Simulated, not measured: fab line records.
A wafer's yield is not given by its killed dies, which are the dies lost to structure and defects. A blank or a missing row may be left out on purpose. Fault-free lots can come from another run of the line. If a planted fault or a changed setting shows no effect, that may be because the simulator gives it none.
Code-filled problem report in 8D (eight disciplines) form    flow n5 finfet    the parts of the form that need people (team, actions taken, sign-off) are left out

== 1. WHAT IS WRONG ==
Wafers without a fault read 38, standard deviation 11; killed at front end at N5_PASSIVATION_PROBE_49 reads a mean of 1122 on 6 wafers belonging to 2 lots. Relative to the usual mean, that is a shift of +99 standard deviations.
First seen on wafer L791.1, day 17 14:31, on prober-01. The record holds 6 wafers of 2 lots with a number at this step. Rule for "out", or "out of limits": more than 4 standard deviations from the usual mean. The rest of the wafers with a number are treated as sound.

== 2. WHAT IT IS AND WHAT IT IS NOT ==
question                     is                                                                                                                       is not
which readings at this step  killed at front end, defect limited yield, killed dies, killed on rim, sort_bin_5_function, sort n pass, sort yield pct  killed_at_M0_to_M3, killed at contacts, killed at other, killed open, killed short
which lots                   L791, L792                                                                                                               -
which wafers of those lots   all that have a number                                                                                                   -
read on which tools          prober-01                                                                                                                -
when                         from day 17 14:31                                                                                                        up to then (0 sound wafers)

== 3. THE SUSPECTS, EACH WITH WHAT RULES IT OUT ==
Counting: a tool at a process step up to the reading stays a suspect if it ran every lot that is out and no sound lot after the first of them.
- rie diel-04 at N5_WELL_APT_DESCUM_13 (chemistry O2, time 7.9 s): kept. It ran every lot that is out, first L791 (day 4 07:47), and no sound lot after that.
- litho track-02 at N5_WELL_APT_COAT_19 (resist thk 950 nm): kept. It ran every lot that is out, first L791 (day 4 08:34), and no sound lot after that.
- prober-01 at N5_PASSIVATION_PROBE_49: kept. It ran every lot that is out, first L791 (day 17 14:31), and no sound lot after that. Its own defect limited yield, killed at front end, killed dies, killed on rim, sort_bin_5_function, sort n pass, sort yield pct readings are out on those wafers.
Still standing after the count: rie diel-04 at N5_WELL_APT_DESCUM_13, litho track-02 at N5_WELL_APT_COAT_19, prober-01 at N5_PASSIVATION_PROBE_49.

== 4. THE CAUSE (what the simulator had put in) ==
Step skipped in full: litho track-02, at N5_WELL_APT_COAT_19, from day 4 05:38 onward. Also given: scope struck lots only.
Of the 3 suspects that counting leaves, this tool is one.

== 5. THE CHAIN OF EFFECTS, in route order ==
One row per reading whose mean, taken over the struck wafers that have a number, lies over 3 standard deviations from the usual. Only readings for which the record gives a usual standard deviation are gone through. hours: the time from each lot's start at the first step in this table that gives one to its start at this step, as a median over the lots. sigmas: the change in usual standard deviations.
hours  step                     reading               usual   on struck wafers  change  sigmas
0      N5_PASSIVATION_PROBE_49  defect limited yield  91.4 %  0.0               -91.4   -65
0      N5_PASSIVATION_PROBE_49  killed at front end   38      1122              +1084   +99
0      N5_PASSIVATION_PROBE_49  killed dies           102     1180              +1078   +63
0      N5_PASSIVATION_PROBE_49  killed on rim         14      152               +138    +35
0      N5_PASSIVATION_PROBE_49  sort_bin_5_function   5.1 %   96.0              +90.9   +91
0      N5_PASSIVATION_PROBE_49  sort n pass           1076    0                 -1076   -57
0      N5_PASSIVATION_PROBE_49  sort yield pct        91.2 %  0.0               -91.2   -57
It contains these process steps:
- N5_PASSIVATION_PROBE_49
Readings that are blank on the struck wafers while sound wafers have them: chill plate temp C at N5_WELL_APT_COAT_19; dispense pressure kPa at N5_WELL_APT_COAT_19; cd nm at N5_WELL_APT_CD_MEAS_25.

== 6. WHAT WOULD HAVE CAUGHT IT SOONER ==
The fault began at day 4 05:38; the first out-of-limits reading in this record came at day 17 14:31, 321 hours later.
Between N5_WELL_APT_COAT_19 and N5_PASSIVATION_PROBE_49, N5_WELL_APT_CD_MEAS_25 gave no cd nm on the struck wafers, where sound wafers have one: a measuring or inspecting step that comes back empty is itself a sign.
At N5_WELL_APT_COAT_19 the tool's readings are blank on the struck wafers, where sound wafers have them: an empty tool record is the first sign, and it was there at once.
By day 17 14:31, every lot that is out (2) had started N5_WELL_APT_COAT_19 on litho track-02. None of them would have been spared by holding the tool at that moment.
